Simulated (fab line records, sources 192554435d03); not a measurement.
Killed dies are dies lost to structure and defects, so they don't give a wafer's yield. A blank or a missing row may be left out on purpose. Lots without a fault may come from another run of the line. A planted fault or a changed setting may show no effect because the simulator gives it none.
Which tool did it? | flow n5_finfet | 24 lots, 72 wafers sampled, at 2 steps of a route of 1938

WHAT THE GAUGES READ, wafer by wafer
N5_BEOL_M2_OVL_MEAS_12.
lot  | measured     | on         | M2_OVL (nm)
L074 | day 6 19:50  | overlay-02 | -0.4 1.0 1.0
L075 | day 7 03:43  | overlay-01 | -0.5 0.1 -0.4
L077 | day 7 05:14  | overlay-02 | -0.3 0.2 -0.6
L076 | day 7 14:09  | overlay-02 | 1.3 0.0 0.8
L078 | day 7 17:51  | overlay-02 | 0.1 -0.3 0.7
L079 | day 8 04:45  | overlay-01 | 0.3 0.6 0.7
L080 | day 8 17:57  | overlay-02 | 0.0 -0.2 -1.2
L081 | day 9 00:51  | overlay-01 | -0.4 0.2 0.1
L082 | day 9 03:42  | overlay-02 | 0.1 1.2 0.3
L083 | day 9 10:17  | overlay-02 | 0.6 -0.7 0.8
L084 | day 9 13:00  | overlay-02 | -0.1 -0.5 -0.8
L085 | day 9 19:05  | overlay-01 | 0.1 -0.9 -0.6
L086 | day 10 00:22 | overlay-02 | 0.8 1.2 0.8
L087 | day 10 01:43 | overlay-01 | -0.3 1.0 -0.8
L089 | day 10 15:11 | overlay-01 | -0.2 -0.4 -0.5
L088 | day 10 15:24 | overlay-02 | 1.3 1.7 0.6
L090 | day 10 16:57 | overlay-01 | 0.2 -0.8 -0.2
L091 | day 11 01:56 | overlay-01 | -0.5 0.4 -0.3
L092 | day 11 07:56 | overlay-01 | -0.7 0.0 0.4
L093 | day 11 10:26 | overlay-01 | 0.0 -1.6 -1.9
L094 | day 11 20:08 | overlay-01 | 0.3 1.1 0.3
L095 | day 11 21:32 | overlay-02 | 0.1 0.1 -0.4
L096 | day 12 09:47 | overlay-01 | 0.0 0.1 -0.1
L097 | day 12 13:50 | overlay-02 | 1.0 0.8 1.4

N5_BEOL_M2_OVL_MEAS_29.
lot  | measured     | on         | V1_OVL (nm)
L074 | day 6 20:48  | overlay-02 | 0.0 -0.1 -0.3
L075 | day 7 04:44  | overlay-02 | 1.4 0.6 0.8
L077 | day 7 06:14  | overlay-02 | 0.6 -0.6 0.4
L076 | day 7 15:22  | overlay-01 | 0.4 0.6 0.1
L078 | day 7 18:56  | overlay-02 | 0.0 0.6 -0.6
L079 | day 8 05:39  | overlay-02 | -0.5 -0.9 0.1
L080 | day 8 18:59  | overlay-01 | 1.0 1.4 0.0
L081 | day 9 01:59  | overlay-01 | 0.9 0.1 -0.3
L082 | day 9 04:48  | overlay-02 | -0.8 0.1 -0.3
L083 | day 9 11:10  | overlay-02 | 0.7 -0.2 -0.5
L084 | day 9 14:03  | overlay-02 | 0.6 -0.4 0.5
L085 | day 9 20:10  | overlay-02 | -0.6 -0.8 -0.4
L086 | day 10 01:49 | overlay-02 | 0.2 -0.4 -0.8
L087 | day 10 02:52 | overlay-02 | 0.2 -0.1 0.2
L089 | day 10 16:15 | overlay-01 | -0.1 0.9 -0.5
L088 | day 10 16:21 | overlay-01 | -0.4 0.2 -0.3
L090 | day 10 17:49 | overlay-02 | 0.5 1.3 0.7
L091 | day 11 03:12 | overlay-01 | -0.2 0.1 -0.3
L092 | day 11 08:59 | overlay-01 | 0.7 0.4 0.4
L093 | day 11 11:21 | overlay-01 | -1.2 -1.1 -1.8
L094 | day 11 21:46 | overlay-02 | 0.6 0.5 0.3
L095 | day 11 22:26 | overlay-02 | -0.4 -0.4 -0.9
L096 | day 12 10:40 | overlay-01 | -0.1 0.1 -0.6
L097 | day 12 14:54 | overlay-01 | 0.1 0.7 0.5

WHICH TOOL RAN EACH LOT (tool, then ch and the chambers of the sampled wafers, then the start)
The record holds no process step before these readings.

WHAT THE TOOLS THEMSELVES READ (means of the sampled wafers that have a number; where no wafer has one, the mark that the record gives instead)
The record holds no such reading with a usual standard deviation.

THE ANSWER, worked out from the rows above alone
Rule: what is usual is taken from the lots themselves. Put in order of their means at a reading, lots are off if they are a third of the lots or fewer, leave a main group of 4 or more, and stand apart from it by a gap of 3 or more times the standard deviation of the main group's means; of several such gaps the widest counts. A main group whose means are all the same, to the digits that the tables above print for the reading, isn't used. A lot without any number at a reading at which 4 lots or more have one is off too. The other lots that the step has rows for count as sound. The gauges are gone through in route order, then the tools' own readings, and for those a lot's mean is taken as printed above. The first step at which some lot is off is used, and at that step the reading that is off furthest; a lot without a number counts as furthest.
No lot is off at any reading shown: from this, nothing can be told.

WHAT THE SIMULATOR HAD PUT IN
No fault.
